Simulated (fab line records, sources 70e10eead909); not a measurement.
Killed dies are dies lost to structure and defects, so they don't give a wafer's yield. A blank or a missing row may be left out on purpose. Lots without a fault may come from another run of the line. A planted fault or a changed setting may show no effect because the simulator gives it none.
A struck lot beside a sound one | flow nand_harc | 15 steps out of a route of 1302
Sound: wafers L827.1, L827.2, L827.6. Struck: wafer L831.6. (L831.3, L831.4 of the same lot were not struck and are left out.) The cause comes at the end.
At each step with rows: each side's tool, then ch and its chambers, then its first start. Under that, the readings that differ: sound wafers | struck wafers | difference of the means | sigmas: that difference in standard deviations of wafers without a fault.
alike: readings whose means differ by less than 2 such deviations, and words and numbers that are the same on both sides. not compared: withheld readings, readings that some wafer has no value for, bounds like >300 that may hide the same value, and numbers for which the record gives no deviation and whose values overlap.
The two part at a step that has a row with sigmas, a row that says differs or no value, or rows on one side only. Numbers that don't overlap but have no deviation are shown without sigmas and don't part them. A reading that every wafer of one side lacks parts them only if that side has two wafers or more.

NHARC_A_ONON_D2_THK_MEAS_14: measures by ellipsometry.
  sound on film_metro-01, day 12 08:49; struck on film_metro-02, day 13 19:52
  reading     | sound          | struck | difference | sigmas
  thk_nm (nm) | 1016 1016 1016 | 988    | -28        | -3
then, 2 steps without rows for these wafers: NHARC_A_ONON_D2_ANNEAL_15 (time 3600 s); NHARC_A_ONON_D2_DEP_16 (target thk 1000 nm).
NHARC_A_ONON_D2_THK_MEAS_18: measures by ellipsometry.
  sound on film_metro-01, day 12 18:37; struck on film_metro-01, day 14 03:35
  alike: thk_nm
then, 1 step without rows for these wafers: NHARC_A_ONON_D2_DEP_19 (target thk 1000 nm).
NHARC_A_ONON_D2_THK_MEAS_21: measures by ellipsometry.
  sound on film_metro-02, day 12 19:11; struck on film_metro-01, day 14 04:10
  alike: thk_nm
then, 1 step without rows for these wafers: NHARC_A_ONON_D2_DEP_22 (target thk 1000 nm).
NHARC_A_ONON_D2_THK_MEAS_24: measures by ellipsometry.
  sound on film_metro-02, day 12 19:44; struck on film_metro-02, day 14 04:44
  alike: thk_nm
then, 1 step without rows for these wafers: NHARC_A_ONON_D2_DEP_25 (target thk 1000 nm).
NHARC_A_ONON_D2_THK_MEAS_27: measures by ellipsometry.
  sound on film_metro-01, day 12 20:19; struck on film_metro-02, day 14 05:18
  alike: thk_nm
then, 1 step without rows for these wafers: NHARC_A_ONON_D2_DEP_28 (target thk 1000 nm).
NHARC_A_ONON_D2_THK_MEAS_30: measures by ellipsometry.
  sound on film_metro-02, day 12 20:53; struck on film_metro-02, day 14 05:52
  alike: thk_nm
NHARC_A_ONON_D2_DEP_33: deposits SiO2, target thk 200 nm.
  sound on pecvd-01 ch 1,2, day 12 20:56; struck on pecvd-04 ch 0, day 14 05:55
  reading                | sound          | struck | difference | sigmas
  throttle_valve_pct (%) | 16.0 15.8 15.7 | 17.6   | +1.8       | +5
  alike: heater_power_w
NHARC_A_ONON_D2_THK_MEAS_34: measures by ellipsometry.
  sound on film_metro-02, day 12 21:21; struck on film_metro-01, day 14 06:20
  reading     | sound       | struck | difference | sigmas
  thk_nm (nm) | 199 196 201 | 320    | +121       | +37
-- the record jumps here: 12 days lie between the struck wafers' starts before and after (it left off in module A_ONON_D2 and takes up again in module END, whose first step shown is number 1302 of the route) --
NHARC_END_SORT_01:
  sound on prober-02 ch 0, day 24 19:23; struck on prober-01 ch 0, day 26 06:49
  alike: killed_at_array, killed_at_other, killed_at_periphery, killed_dies, killed_open, killed_short

WHERE THEY PART
First at NHARC_A_ONON_D2_THK_MEAS_14; last, within this record, at NHARC_A_ONON_D2_THK_MEAS_34. Later steps at which nothing parts them and some readings are alike: NHARC_END_SORT_01.

WHY: what the simulator had put in
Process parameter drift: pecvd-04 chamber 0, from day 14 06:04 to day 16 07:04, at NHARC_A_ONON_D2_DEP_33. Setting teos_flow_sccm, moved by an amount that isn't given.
